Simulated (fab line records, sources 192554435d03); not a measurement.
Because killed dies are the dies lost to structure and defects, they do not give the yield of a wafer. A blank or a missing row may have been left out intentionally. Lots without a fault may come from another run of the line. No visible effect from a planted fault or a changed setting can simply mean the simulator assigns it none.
Split-lot trial -- flow n5Finfet -- on a route of 1938 steps: 7 lots, 39 wafers read

## SPLIT DETAILS
At N5_HKMG_FIN_HK_ALD_01 (deposits HfO2, target thk 1.6 nm, pulse time 3 s, purge time 3 s), the setting aldCycles was moved away from the recipe's 30 on 18 of the 39 wafers read, by -53.3% to +46.7%. This setting was run at the recipe's value on the other wafers.

## FROM THE SPLIT TO THE READING: what the file shows between them, 4 steps
- N5_HKMG_FIN_HK_ANNEAL_02: time 30 s
- N5_HKMG_FIN_ALD_74: deposits La2O3, target thk 0.5 nm, pulse time 6 s, co reactant pulse time 1 s
- N5_HKMG_FIN_WET_ETCH_82: etches La2O3 in dHCl, stops on HfO2, target depth 2 nm, rinse time 30 s
- N5_HKMG_FIN_ALD_36: deposits TiN, target thk 1 nm, pulse time 1 s, purge time 3 s

## THE READING
HK_THK, in nm, at N5_HKMG_FIN_THK_MEAS_70 (measures by xrf). Typical for fault-free wafers on this fab line: 1.606 nm, with standard deviation 0.022 nm.

wafer,"tool, chamber at the split",aldCycles as run,against the recipe,"HK_THK, nm",against lot-mates on the recipe
L079.1,"aldHk-02, 1,3,0",30,recipe,1.577,-
L079.2,"aldHk-02, 0,2,3",25,-16.7%,1.331,-0.269
L079.3,"aldHk-02, 0,2,3",25,-16.7%,1.337,-0.263
L079.4,"aldHk-02, 1,3,0",30,recipe,1.609,-
L079.5,"aldHk-02, 1,3,0",30,recipe,1.614,-
L079.6,"aldHk-02, 0,2,3",25,-16.7%,1.333,-0.267
L080.1,"aldHk-01, 0,1,0",30,recipe,1.568,-
L080.2,"aldHk-01, 2,3,3",14,-53.3%,0.764,-0.836
L080.3,"aldHk-01, 0,1,0",30,recipe,1.639,-
L080.4,"aldHk-01, 2,3,3",14,-53.3%,0.751,-0.849
L080.5,"aldHk-01, 0,1,0",30,recipe,1.593,-
L080.6,"aldHk-01, 2,3,3",14,-53.3%,0.753,-0.847
L081.1,"aldHk-03, 0,1,0",42,+40.0%,2.231,+0.622
L081.2,"aldHk-03, 2,3,1",30,recipe,1.608,-
L081.3,"aldHk-03, 0,1,0",42,+40.0%,2.215,+0.606
L081.4,"aldHk-03, 2,3,1",30,recipe,1.614,-
L081.5,"aldHk-03, 2,3,1",30,recipe,1.604,-
L081.6,"aldHk-03, 0,1,0",42,+40.0%,2.215,+0.606
L083.1,"aldHk-02, 2,3,2",30,recipe,1.582,-
L083.2,"aldHk-02, 2,3,2",30,recipe,1.603,-
L083.3,"aldHk-02, 1,0,1",44,+46.7%,2.347,+0.753
L083.4,"aldHk-02, 1,0,1",44,+46.7%,2.360,+0.766
L083.5,"aldHk-02, 2,3,2",30,recipe,1.597,-
L083.6,"aldHk-02, 1,0,1",44,+46.7%,2.357,+0.763
L093.1,"aldHk-02, 3,2,1",43,+43.3%,2.351,+0.748
L093.2,"aldHk-02, 0,2,1",30,recipe,1.599,-
L093.3,"aldHk-02, 0,2,1",30,recipe,1.622,-
L093.4,"aldHk-02, 0,2,1",30,recipe,1.589,-
L093.5,"aldHk-02, 3,2,1",43,+43.3%,2.315,+0.712
L093.6,"aldHk-02, 3,2,1",43,+43.3%,2.311,+0.708
L094.1,"aldHk-01, 0,3,0",30,recipe,1.594,-
L094.2,"aldHk-01, 2,1,3",36,+20.0%,1.977,+0.383
L094.3,"aldHk-01, 2,1,3",36,+20.0%,1.947,+0.353
L094.4,"aldHk-01, 2,1,3",36,+20.0%,1.963,+0.369
L094.5,"aldHk-01, 0,3,0",30,recipe,1.585,-
L094.6,"aldHk-01, 0,3,0",30,recipe,1.604,-
L096.1,"aldHk-02, 0,3,1",30,recipe,1.596,-
L096.3,"aldHk-02, 0,3,1",30,recipe,1.583,-
L096.4,"aldHk-02, 0,3,1",30,recipe,1.571,-
Where a row lists several chambers, the file gives one row for several wafers and doesn't say which wafer went through which chamber.

FIT RESULTS
A straight line over all 39 wafers: HK_THK changes by +0.0161 nm for each +1% of aldCycles; r = +1.00; the points scatter about the line by 0.021 nm.
The same after taking each lot's own level away (the mean of its wafers on the recipe; 39 wafers): +0.0161 nm for each +1%; r = +1.00; scatter 0.022 nm.
That fit puts the effect of the largest move of aldCycles on the reading at 0.86 nm.
The lots' own levels span 1.5833 to 1.6087 nm, that is 1.2 times the standard deviation above.
So the lot-to-lot level changes the slope little: the two slopes agree.
Check: -0.856 nm against its lot-mates is what the line predicts for one of the wafers moved furthest among these (-53.3%) when that wafer is left out of the fit. It came out at -0.836 nm against them.

## ADDITIONAL SPLITS CARRIED BY THESE WAFERS
These wafers also went through other splits before the reading. Each is held against what the fit with the lots' levels taken away leaves over:
other split on the same wafers,wafers away from the commonest value,r with HK_THK (lot level and that fit taken away)
N5_ZERO_LAYER_PECVD_02 timeS,18,-0.06
N5_FIN_SAQP_HM_DEP_72 timeS,9,+0.11
N5_SPACER0_ALD_00 aldCycles,15,+0.18

## THE WHOLE CHAIN: every reading that the file lists as answering this split, in the file's order
step,what it does,reading,change (the file's fit),r (the file's)
N5_HKMG_FIN_HK_ALD_01,"deposits HfO2, target thk 1.6 nm, pulse time 3 s, purge time 3 s","HfO2_of_HKMG_FIN_HK_ALD_01.thkNm (the simulator's own value, which no gauge read)",+0.0154 nm for each +1% of the setting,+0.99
N5_HKMG_FIN_THK_MEAS_70,measures by xrf,HK_THK,+0.0161 for each +1% of the setting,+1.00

## THE FILE'S OWN FIT
HK_THK changes by +0.0161 nm for each +1% of aldCycles, r = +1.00.
